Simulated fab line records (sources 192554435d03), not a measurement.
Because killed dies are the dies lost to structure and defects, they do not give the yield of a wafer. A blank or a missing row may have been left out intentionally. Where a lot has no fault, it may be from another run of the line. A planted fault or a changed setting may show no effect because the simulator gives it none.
Lot-split experiment | flow n5_finfet | 21 wafers read across 7 lots, on a route 1938 steps long

THE SPLIT
At N5_SD_EPI_N_PEB_07 (peb time 60 s), the setting peb_temp_c was moved away from the recipe's 110 C on 4 of the 21 wafers read, by -3.1% to -1.0%. All remaining wafers had this setting at the recipe value.

THE PATH FROM SPLIT TO READING: the file shows 1 step between them
- N5_SD_EPI_N_DEVELOP_08: develop time 30 s

THE READING
cd_nm at N5_SD_EPI_N_CD_MEAS_09, given in nm (cd target 120 nm). Typical for fault-free wafers on this fab line: 119.8 nm, with standard deviation 0.7 nm.

wafer  | tool, chamber at the split | peb_temp_c as run, C | against the recipe | cd_nm, nm | against lot-mates on the recipe
L074.3 | litho_track-01, 0          | 110                  | recipe             | 123.5     | -
L074.5 | litho_track-01, 0          | 110                  | recipe             | 123.6     | -
L074.6 | litho_track-01, 0          | 110                  | recipe             | 119.6     | -
L081.1 | litho_track-01, 0          | 110                  | recipe             | 122.7     | -
L081.2 | litho_track-01, 0          | 110                  | recipe             | 123.2     | -
L081.6 | litho_track-01, 0          | 110                  | recipe             | 120.7     | -
L082.2 | litho_track-02, 0          | 106.6                | -3.1%              | 111.2     | -10.5
L082.3 | litho_track-02, 0          | 106.6                | -3.1%              | 109.7     | -12.0
L082.4 | litho_track-02, 0          | 110                  | recipe             | 121.7     | -
L089.2 | litho_track-01, 0          | 110                  | recipe             | 119.3     | -
L089.4 | litho_track-01, 0          | 110                  | recipe             | 120.6     | -
L089.6 | litho_track-01, 0          | 110                  | recipe             | 119.6     | -
L092.1 | litho_track-05, 0          | 110                  | recipe             | 121.0     | -
L092.3 | litho_track-05, 0          | 110                  | recipe             | 120.3     | -
L092.5 | litho_track-05, 0          | 108.4                | -1.5%              | 116.0     | -4.7
L093.2 | litho_track-02, 0          | 110                  | recipe             | 120.8     | -
L093.4 | litho_track-02, 0          | 110                  | recipe             | 120.0     | -
L093.6 | litho_track-02, 0          | 110                  | recipe             | 120.6     | -
L096.1 | litho_track-05, 0          | 108.9                | -1.0%              | 112.3     | -5.0
L096.5 | litho_track-05, 0          | 110                  | recipe             | 119.6     | -
L096.6 | litho_track-05, 0          | 110                  | recipe             | 115.1     | -

FIT RESULTS
A straight line over all 21 wafers: cd_nm changes by +3.47 nm for each +1% of peb_temp_c; r = +0.84; the points scatter about the line by 2.2 nm.
The same after taking each lot's own level away (the mean of its wafers on the recipe; 21 wafers): +3.65 nm for each +1%; r = +0.95; scatter 1.2 nm.
That fit puts the effect of the largest move of peb_temp_c on the reading at 11 nm.
Across the lots, their own levels run from 117.35 to 122.23 nm, a range of 7.0 times the standard deviation given above.
Hence the lot-to-lot level has little effect on the slope; both slopes agree.
Check: -11.9 nm against its lot-mates is what the line predicts for one of the wafers moved furthest among these (-3.1%) when that wafer is left out of the fit. It came out at -10.5 nm against them.

THE WHOLE CHAIN: every reading that the file lists as answering this split, in the file's order
step                   | what it does                                           | reading                                                         | change (the file's fit)                                                                | r (the file's)
N5_SD_EPI_N_CD_MEAS_09 | target cd 120 nm                                       | cd_nm                                                           | +3.69 nm for each +1% of the setting                                                   | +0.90
N5_SD_EPI_N_DESCUM_14  | chemistry O2, time 7.9 s                               | SD_EPI_N.cd_nm (the simulator's own value, which no gauge read) | +3.62 nm for each +1% of the setting                                                   | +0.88
N5_SD_EPI_N_ETCH_35    | etches SOC in N2/H2, overetch 108 nm, time 486 s       | SD_EPI_N.cd_nm (the simulator's own value, which no gauge read) | +3.8 nm for each +1% of the setting                                                    | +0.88
N5_SD_EPI_N_ETCH_34    | etches SiARC in CF4, target depth 45.5 nm, time 75.8 s | SD_EPI_N.cd_nm (the simulator's own value, which no gauge read) | +3.2 nm for each +1% of the setting, in a fit together with dose_mj@SD_EPI_N_EXPOSE_06 | 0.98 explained

THE FILE'S OWN FIT
cd_nm changes by +3.69 nm for each +1% of peb_temp_c, r = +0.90.
